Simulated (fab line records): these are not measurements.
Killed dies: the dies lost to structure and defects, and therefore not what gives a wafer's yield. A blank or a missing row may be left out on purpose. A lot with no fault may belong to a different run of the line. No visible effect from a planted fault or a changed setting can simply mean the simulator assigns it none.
Struck lot and sound lot, side by side ; flow nand harc ; 14 out of 1302 route steps
Sound: wafers L336.2, L336.4, L336.6. Wafers struck: L330.3, L330.4, L330.5. Last of all comes the cause.
Order at every step that has rows: each side's tool, ch and its chambers, its first start. Under that, the readings that differ: sound wafers ; struck wafers ; difference of the means ; sigmas: that difference in standard deviations of wafers without a fault.
alike: readings whose means differ by less than 2 such deviations, and words and numbers that are the same on both sides. not compared: withheld readings, readings that some wafer has no value for, bounds like >300 that may hide the same value, and numbers for which the record gives no deviation and whose values overlap.
Wherever a step has rows on one side only, a row that says differs or no value, or a row with sigmas, the two part there. Numbers that have no deviation but don't overlap get no sigmas and don't part them. A reading that every wafer of one side lacks parts them only if that side has two wafers or more.

NHARC_A_M1_DEP_33: deposits SiCN, target thk 30 nm.
  sound on pecvd-02 ch 0,1,2, day 30 06:02; struck on pecvd-01 ch 0,1, day 27 19:37
  alike: heater power w
NHARC_A_BONDPAD_DEP_00: deposits SiCN, target thk 250 nm.
  sound on pecvd-01 ch 0,1, day 30 06:36; struck on pecvd-01 ch 1,2
  alike: heater power w
NHARC_A_BONDPAD_CMP_29: polishes SiCN, target thk 200 nm.
  sound on cmp-02 ch 1,2,3, day 30 06:55; struck on cmp-02 ch 0,1,2, day 27 20:33
  alike: motor current A, retaining ring pressure frac, slurry filter dp kPa
NHARC_A_BONDPAD_THK_MEAS_30: measures by ellipsometry.
  struck on film metro-01, day 27 20:45; sound on film metro-02, day 30 07:10
  alike: thk nm
then, 8 steps without rows for these wafers: NHARC_A_BONDPAD_SRD_31; NHARC_A_BONDPAD_DEHYDRATE_01 (time 120 s); NHARC_A_BONDPAD_HMDS_02 (time 30 s); NHARC_A_BONDPAD_COAT_33 (time 65 s); NHARC_A_BONDPAD_COAT_03 (resist thk 600 nm); NHARC_A_BONDPAD_SOFTBAKE_04 (time 70 s); NHARC_A_BONDPAD_EBR_05; NHARC_A_BONDPAD_EXPOSE_06 (exposes mask A BPAD).
NHARC_A_BONDPAD_PEB_07: peb time 80 s.
  sound on litho track-02 ch 0, day 30 07:39; struck on litho track-05, day 27 21:07
  no value came back on the struck wafers for chill plate temp C (C), exhaust pa (Pa); on the sound wafers chill plate temp C (C) reads 23.09 22.85 23.05
then, 1 step without rows for these wafers: NHARC_A_BONDPAD_DEVELOP_08 (time 50 s).

WHERE THEY PART
Only at NHARC_A_BONDPAD_PEB_07, within this record.

WHY: what the simulator had put in
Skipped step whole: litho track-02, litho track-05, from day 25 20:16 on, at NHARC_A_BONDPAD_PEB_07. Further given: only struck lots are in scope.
